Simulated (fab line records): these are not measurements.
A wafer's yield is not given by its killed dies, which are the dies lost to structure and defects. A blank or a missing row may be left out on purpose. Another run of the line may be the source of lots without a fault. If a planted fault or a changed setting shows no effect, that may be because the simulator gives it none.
fab line records | flow n5-finfet
record: lots: 10 wafers: 29 last-day: 18
route steps=1938 shown BEOL_M15@1795
lots untouched by any fault: they come from a run of this same line in which no faults occurred
start-h: hours from the record's opening day to when the first of the lot's shown wafers began | wait-h: hours elapsed since this lot's preceding step | " repeats the value in the row above | L1.1+2: a row that stands for several wafers | - either no value or no given start | * or withheld: withheld | < > ~ a bound
route shown NAME@n: a module of which the file shows steps, and the number in the route of the first | usual: the fault-free wafers' mean and standard deviation | same: alike in all rows | chamber/n: place in a boat | sites: readings site by site | _std_site: standard deviation of those values | _edge_site: outer sites' mean less inner sites' | radius-mm: how far each site lies from the wafer's centre | mask NAME#n: copy n | behind: tool/chamber where the wafer was last shaped | hold: reason for holding the lot/hours on hold/outcome of the hold | device: which transistor (n, p or np) failed to switch | end of line: at the end of the route, the tests of the same wafers | step lacking rows: just its recipe | killed: dies that structure and defects cost at the first sort, which is not the same as the wafer's yield | map: per-die view of a wafer (x killed, . not killed, _ where there is no die)
set.NAME: the run value of the setting; set.NAME@STEP: its run value at that earlier step | model.NAME: the simulator's own value behind a step, which no gauge read
the route's steps for a sample of lots (tables are steps, rows are wafers)
services: when a tool's chamber went out of use (start-h, in hours from the record's first day, below 0 if earlier), for how many hours, and the reason
== steps ==
step: N5_BEOL_M15_ETCH_57
recipe: chemistry: N2/H2 target: SOC source-w: 3000 bias-w: 350 time-s: 750 ion-energy-ev: 200 pressure-mtorr: 30 n2-flow-sccm: 200 h2-flow-sccm: 200
usual: drypump-motor-current-A: 5.7/0.32 n2-flow-sccm: 200.0/0.57 oes-product-au: 0.77/0.068 rf-vpp-V: 523.8/2.7 showerhead-plenum-p-Torr: 2.54/0.09 throttle-valve-pct: 17.78/0.25
columns lot.wafer tool chamber start-h wait-h drypump-motor-current-A n2-flow-sccm oes-product-au rf-hours-counter-h rf-vpp-V showerhead-plenum-p-Torr throttle-valve-pct
L984.3 rie-diel-04 2 267.51 - 6.0 200.5 0.68 240 520.2 2.42 18.04
L984.4 " 3 " " 5.0 200.7 0.76 146 525.5 2.55 17.47
L984.6 " 0 " " 5.8 199.1 0.77 - 524.1 2.53 17.66
L987.1 rie-diel-01 0 284.25 - 5.8 200.6 0.80 83 525.3 2.58 17.59
L987.2 " 2 " " 6.3 199.9 0.70 207 525.8 2.62 17.82
L987.6 " 1 " " 5.9 200.7 0.72 - 520.0 2.43 18.22
L985.2 rie-diel-03 0 290.61 - 5.7 199.9 0.81 77 527.5 2.68 18.00
L985.3 " 1 " " 5.3 200.7 0.76 137 525.7 2.53 17.54
L985.5 " 1 " " 5.4 199.7 0.78 - 522.5 2.53 17.51
L986.2 rie-diel-01 0 301.44 - 5.8 199.0 0.80 87 523.8 2.58 17.58
L986.3 " 2 " " 6.3 200.1 0.70 211 526.9 2.61 17.83
L986.5 " 2 " " 6.3 200.5 0.71 - 526.5 2.61 17.82
L989.2 rie-diel-04 3 303.39 - 5.0 199.4 0.75 159 524.5 2.55 17.50
L989.3 " 0 " " 5.7 199.2 0.75 140 522.1 2.52 17.65
L989.5 " 2 " " 6.0 200.0 0.66 - 520.5 2.41 18.05
L993.2 rie-diel-01 0 323.47 - 5.8 200.1 0.79 95 525.4 2.57 17.60
L993.3 " 3 " " 5.7 199.9 0.73 182 522.0 2.42 17.98
L993.4 " 1 " " 5.9 199.5 0.71 235 519.6 2.43 18.23
L995.2 rie-diel-04 2 348.02 - 6.1 201.4 0.96 7 528.2 2.73 17.67
L995.4 " 3 " " 5.0 199.1 0.74 - 523.3 2.54 17.50
L995.5 " 1 " " 5.7 200.0 0.80 - 520.2 2.44 17.48
L102.2 rie-diel-01 3 371.08 - 5.7 200.6 0.73 194 522.2 2.41 18.00
L102.6 " 3 " " 5.7 201.1 0.72 - 520.8 2.42 18.00
L105.1 rie-diel-03 2 395.82 - 5.7 199.6 0.71 216 526.0 2.61 18.08
L105.2 " 3 " " 5.9 199.3 0.90 25 522.6 2.50 17.60
L105.5 " 3 " " 5.9 200.1 0.90 - 523.1 2.50 17.61
L106.1 rie-diel-01 3 398.16 - 5.7 199.9 0.72 204 520.1 2.41 18.01
L106.2 " 2 " " 6.3 200.0 0.69 240 526.7 2.60 17.88
L106.4 " 2 " " 6.3 200.2 0.69 - 525.7 2.60 17.88
step: N5_BEOL_M15_OVL_MEAS_29
recipe: points-per-wafer: 44
usual: M15_OVL: 2/4.1
columns lot.wafer tool chamber start-h wait-h M15_OVL[nm]
L984.3 overlay-01 0 268.32 0.0 16
L984.4 " 0 " " 3
L984.6 " 0 " " 6
L987.1 overlay-01 0 285.05 0.0 -1
L987.2 " 0 " " 2
L987.6 " 0 " " 4
L985.2 overlay-01 0 291.54 0.0 -3
L985.3 " 0 " " 3
L985.5 " 0 " " 3
L986.2 overlay-02 0 302.24 0.0 0
L986.3 " 0 " " 2
L986.5 " 0 " " 2
L989.2 overlay-01 0 304.20 0.0 -1
L989.3 " 0 " " 3
L989.5 " 0 " " 0
L993.2 overlay-01 0 324.40 0.0 3
L993.3 " 0 " " 4
L993.4 " 0 " " 5
L995.2 overlay-01 0 348.82 0.0 -1
L995.4 " 0 " " 1
L995.5 " 0 " " 4
L102.2 overlay-02 0 372.01 0.0 -6
L102.6 " 0 " " 2
L105.1 overlay-01 0 396.63 0.0 -2
L105.2 " 0 " " 8
L105.5 " 0 " " -4
L106.1 overlay-02 0 398.96 0.0 6
L106.2 " 0 " " 4
L106.4 " 0 " " 4
step: N5_BEOL_M15_SPUTTER_43
recipe: material: TaN target-thk-a: 150 temp-c: 50 bias-v: 168.6 power-w: 15000 chamber-pressure-pa: 0.12 time-s: 24.19
usual: cathode-dc-power-W: 15000/2.8 throttle-valve-pct: 29.9/0.84
columns lot.wafer tool chamber start-h wait-h cathode-dc-power-W throttle-valve-pct
L984.3 pvd-sputter-02 - 270.42 0.0 14999 28.6
L984.4 " - " " 14997 29.7
L984.6 " - " " 14998 29.0
L987.1 pvd-sputter-02 - 286.97 0.0 14998 28.6
L987.2 " - " " 14997 29.0
L987.6 " - " " 15003 31.1
L985.2 pvd-sputter-03 - 301.20 0.0 15002 30.0
L985.3 " - " " 15003 30.7
L985.5 " - " " 14999 29.9
L986.2 pvd-sputter-01 - 304.90 0.0 14995 29.9
L986.3 " - " " 15002 31.1
L986.5 " - " " 15002 30.6
L989.2 pvd-sputter-03 - 305.96 0.0 15002 30.2
L989.3 " - " " 15002 30.6
L989.5 " - " " 14995 30.0
L993.2 pvd-sputter-02 - 327.06 0.0 14997 31.3
L993.3 " - " " 14999 28.5
L993.4 " - " " 12370 29.5
L995.2 pvd-sputter-02 - 350.29 0.0 12374 29.8
L995.4 " - " " 14994 28.6
L995.5 " - " " 14997 29.0
L102.2 pvd-sputter-03 - 374.79 0.0 15004 30.7
L102.6 " - " " 14998 29.8
L105.1 pvd-sputter-01 - 398.50 0.0 15004 30.0
L105.2 " - " " 14995 31.4
L105.5 " - " " 15003 29.0
L106.1 pvd-sputter-01 - 405.10 0.0 14996 31.2
L106.2 " - " " 15001 29.0
L106.4 " - " " 15002 30.0
step: N5_BEOL_M15_CMP_49
recipe: stop-on: SiO2 t-overpolish-s: 4.9 down-force-psi: 2 platen-rpm: 80 clearing-platen-down-force-psi: 2 clearing-platen-rpm: 80 post-cmp-clean: cu-alkaline target-thk-nm: 850 clearing-platen-pad-velocity-m-s: 1.5917 pad-velocity-m-s: 1.5917
usual: barrier-field-endpoint-s: 11.43/0.29 motor-current-A: 7.9/0.82 pad-life-wafers: 838/580
columns lot.wafer tool chamber start-h wait-h barrier-field-endpoint-s motor-current-A pad-life-wafers
L984.4 cmp-04 2 271.31 0.2 11.34 7.4 1418
L984.3 " 3 " " 11.55 6.9 1419
L984.6 " 1 " " 11.29 8.6 -
L987.1 cmp-03 2 288.06 0.3 11.39 7.2 679
L987.2 " 3 " " 11.35 7.3 680
L987.6 " 1 " " 11.37 7.8 -
L985.3 cmp-02 0 302.05 0.2 11.78 8.7 157
L985.2 " 1 " " 11.28 8.2 158
L985.5 " 3 " " 11.06 7.0 -
L986.3 cmp-02 2 305.90 0.2 11.10 8.7 198
L986.2 " 3 " " 11.23 6.7 199
L986.5 " 3 " " 11.59 6.7 -
L989.2 cmp-02 3 307.17 0.2 11.36 6.9 210
L989.3 " 2 " " 11.21 8.5 213
L989.5 " 3 " " 11.39 6.6 -
L993.3 cmp-02 3 327.91 0.2 11.07 6.7 391
L993.2 " 0 " " 11.48 9.2 392
L993.4 " 1 " " 10.29 8.2 393
L995.4 cmp-03 1 352.15 0.2 10.94 7.2 1195
L995.2 " 2 " " 10.50 6.8 1196
L995.5 " 0 " " 11.21 8.6 -
L102.2 cmp-03 1 375.68 0.3 11.11 8.0 1490
L102.6 " 3 " " 11.47 7.8 -
L105.2 cmp-02 3 399.46 0.2 11.43 6.5 931
L105.1 " 0 " " 11.80 9.0 932
L105.5 " 3 " " 11.41 6.8 -
L106.4 cmp-03 3 406.04 0.2 11.59 7.9 1747
L106.2 " 0 " " 11.80 8.5 1748
L106.1 " 1 " " 11.26 7.6 1749
step: N5_BEOL_M15_DEP_53
recipe: material: SiCN target-thk-a: 500 temp-c: withheld precursor: 3MS/NH3 pressure-torr: 3 rf-w: 675 time-s: 17.8
usual: showerhead-plenum-p-Torr: 4.155/0.022 throttle-valve-pct: 17.7/1.2
columns lot.wafer tool chamber start-h wait-h showerhead-plenum-p-Torr throttle-valve-pct
L984.3 pecvd-01 0 271.59 0.0 4.175 17.5
L984.4 " 2 " " 4.204 15.8
L984.6 " 1 " " 4.139 17.3
L987.1 pecvd-02 0 288.38 0.0 4.135 16.6
L987.2 " 1 " " 4.158 18.3
L987.6 " 1 " " 4.157 18.3
L985.2 pecvd-01 0 302.37 0.0 4.167 17.6
L985.3 " 1 " " 4.134 17.1
L985.5 " 1 " " 4.137 17.1
L986.2 pecvd-01 2 306.25 0.0 4.197 16.1
L986.3 " 0 " " 4.162 17.8
L986.5 " 1 " " 4.140 16.7
L989.2 pecvd-02 0 307.54 0.0 4.146 16.6
L989.3 " 1 " " 4.160 18.3
L989.5 " 1 " " 4.159 18.6
L993.2 pecvd-01 1 328.23 0.0 4.138 17.2
L993.3 " 2 " " 4.206 16.2
L993.4 " 2 " " 4.203 16.3
L995.2 pecvd-02 2 352.47 0.0 4.131 18.3
L995.4 " 0 " " 4.152 16.8
L995.5 " 1 " " 4.154 18.3
L102.2 pecvd-04 1 375.96 0.0 4.158 20.6
L102.6 " 2 " " 4.146 17.0
L105.1 pecvd-02 0 399.79 0.0 4.141 16.6
L105.2 " 2 " " 4.118 18.3
L105.5 " 2 " " 4.146 18.5
L106.1 pecvd-04 2 406.36 0.0 4.144 17.0
L106.2 " 0 " " 4.159 18.9
L106.4 " 0 " " 4.151 19.1
== services ==
columns tool chamber start-h hours kind
pecvd-01 2 250.46 9.1 repair
cmp-02 - 259.65 4.0 pm
rie-diel-03 - 262.64 0.5 repair
cmp-04 - 264.38 0.9 repair
cmp-02 - 267.05 16.2 repair
cmp-03 - 271.78 2.7 repair
cmp-02 - 289.29 0.4 repair
rie-diel-04 0 289.58 7.4 repair
cmp-03 - 298.15 0.5 repair
cmp-03 - 303.39 4.7 pm
rie-diel-04 2 306.17 5.3 repair
cmp-04 - 306.77 4.9 repair
cmp-03 - 312.03 0.3 repair
pecvd-04 - 331.13 1.0 repair
rie-diel-03 2 342.53 6.8 repair
rie-diel-04 0 344.79 4.5 repair
cmp-02 - 348.11 5.2 repair
rie-diel-01 3 352.67 2.8 repair
cmp-04 - 353.91 4.0 pm
pvd-sputter-03 - 366.39 1.0 repair
cmp-04 - 379.20 1.3 repair
pecvd-01 - 389.09 2.6 repair
cmp-02 - 390.56 2.3 repair
pvd-sputter-02 - 406.22 7.6 repair
== key ==
first-sign: step: N5_BEOL_M15_SPUTTER_43 reading: cathode-dc-power-W direction: down sigmas: 99+ usual: * struck: *
effect: step: N5_BEOL_M15_CMP_49 reading: barrier-field-endpoint-s direction: down sigmas: 3.6 usual: 11.43 struck: 10.39
met-at N5_BEOL_M15_SPUTTER_43
struck-lots L993,L995
struck-wafers L993.4,L995.2
not-acting-at N5_BEOL_M15_ETCH_57,N5_BEOL_M15_OVL_MEAS_29,N5_BEOL_M15_DEP_53
onset-between 270.42 327.06
fault: kind: process-parameter-drift tool: pvd-sputter-02 chamber: - onset-h: 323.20 steps: N5_BEOL_M15_SPUTTER_43 channel: power-w offset: * shape: step end-h: 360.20 acts-in: * stated: * scope: struck-wafers-only
